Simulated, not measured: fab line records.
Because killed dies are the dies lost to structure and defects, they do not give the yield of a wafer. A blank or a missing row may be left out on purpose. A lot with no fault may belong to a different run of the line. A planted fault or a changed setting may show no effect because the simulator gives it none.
Matching of chambers | flow n5Finfet | 4 sister chambers for N5_GATE_CUT_ETCH_19 on rieDiel-06
The step etches SiNx in CH3F/O2, target depth 53.7 nm, time 76.7 s. 14 wafers are shown with their chamber, then 7 later ones without.

EACH WAFER AND ITS CHAMBER
wafer  | chamber | drypumpMotorCurrentA (A) | showerheadPlenumPTorr (Torr) | throttleValvePct (%)
L077.4 | 2       | 5.2                      | 2.02                         | 16.43
L077.5 | 2       | 5.2                      | 2.02                         | 16.43
L077.6 | 3       | 5.8                      | 2.05                         | 16.32
L079.2 | 0       | 5.7                      | 2.06                         | 16.38
L079.4 | 0       | 5.8                      | 2.06                         | 16.36
L079.6 | 2       | 5.2                      | 2.02                         | 16.45
L081.3 | 2       | 5.2                      | 2.02                         | 16.46
L081.5 | 0       | 5.7                      | 2.06                         | 16.39
L081.6 | 3       | 5.8                      | 2.04                         | 16.32
L084.1 | 2       | 5.2                      | 2.02                         | 16.48
L084.3 | 0       | 5.7                      | 2.06                         | 16.40
L084.6 | 1       | 5.9                      | 1.98                         | 16.85
L085.1 | 2       | 5.2                      | 2.02                         | 16.46
L085.2 | 1       | 5.9                      | 1.98                         | 16.84

SIGNATURES (means of the wafers above)
reading               | chamber 0 | chamber 1 | chamber 2 | chamber 3 | scatter within a chamber
drypumpMotorCurrentA  | 5.725     | 5.900     | 5.200     | 5.800     | 0.0274
showerheadPlenumPTorr | 2.0600    | 1.9800    | 2.0200    | 2.0450    | 0.00224
throttleValvePct      | 16.3825   | 16.8450   | 16.4517   | 16.3200   | 0.0168
Rule: a wafer's distance from a chamber is the root of the sum, over the readings, of the square of ((its reading less the chamber's mean) divided by the reading's scatter). If the next closest chamber is less than 2 further off than the closest, the wafer can't be placed; otherwise it belongs to the closest. The scatter: the root of (the sum of the squares of (reading less its chamber's mean) over the shown wafers, divided by (wafers less chambers)).

WAFERS WHOSE CHAMBER IS MISSING
wafer  | drypumpMotorCurrentA (A) | showerheadPlenumPTorr (Torr) | throttleValvePct (%)
L085.3 | 5.8                      | 2.06                         | 16.39
L087.2 | 5.7                      | 2.06                         | 16.42
L087.3 | 5.2                      | 2.02                         | 16.49
L087.6 | 5.9                      | 1.98                         | 16.85
L088.2 | 5.8                      | 2.04                         | 15.85
L088.4 | 5.2                      | 2.02                         | 16.48
L088.6 | 5.8                      | 2.04                         | 15.85

WHICH CHAMBER EACH ONE RAN IN
wafer  | from the rows above | in truth
L085.3 | 0                   | 0
L087.2 | 0                   | 0
L087.3 | 2                   | 2
L087.6 | 1                   | 1
L088.2 | 3                   | 3
L088.4 | 2                   | 2
L088.6 | 3                   | 3
Placed correctly: 7 of 7. Left unplaced by these rows: 0. 0 placed wrongly.
